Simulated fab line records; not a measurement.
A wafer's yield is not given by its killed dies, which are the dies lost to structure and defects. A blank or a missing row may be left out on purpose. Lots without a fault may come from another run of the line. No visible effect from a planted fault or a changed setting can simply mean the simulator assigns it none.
Matching of chambers | flow nand_harc | NHARC_A_CONTACT_ETCH_48 on rie_diel-13 has 4 sister chambers
The step etches the open film in CF4, target depth 39 nm, time 65 s. 4 wafers are shown with their chamber, then 8 later ones without.

## EACH WAFER AND ITS CHAMBER
wafer  | chamber | showerhead_plenum_p_Torr (Torr)
L094.1 | 0       | 1.75
L094.3 | 1       | 1.73
L094.4 | 3       | 1.72
L093.1 | 2       | 1.67

## WAFERS WITHOUT THEIR CHAMBER
wafer  | showerhead_plenum_p_Torr (Torr)
L093.3 | 1.73
L093.4 | 1.75
L095.1 | 1.72
L095.2 | 1.72
L095.3 | 1.67
L097.1 | 1.72
L097.3 | 1.75
L097.5 | 1.66

## EACH ONE'S CHAMBER
wafer  | from the rows above | in truth
L093.3 | 1                   | 1
L093.4 | 0                   | 0
L095.1 | 3                   | 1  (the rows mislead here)
L095.2 | 3                   | 3
L095.3 | 2                   | 2
L097.1 | 3                   | 3
L097.3 | 0                   | 0
L097.5 | 2                   | 2
Correctly placed: 7 of 8. Can't be placed from these rows: 0. Placed wrongly: 1.
How it was worked out, from the rows above alone: a wafer's distance from a chamber is the root of the sum, over the readings, of the square of ((its reading less the chamber's mean) divided by the reading's scatter). The wafer belongs to the nearest chamber; if the next one is less than 2 further off, it can't be placed. The mean given for a chamber averages the wafers shown for that chamber. The scatter (one wafer shown for each chamber): square how far every hidden wafer sits from the nearest shown wafer, average those squares and take the square root.
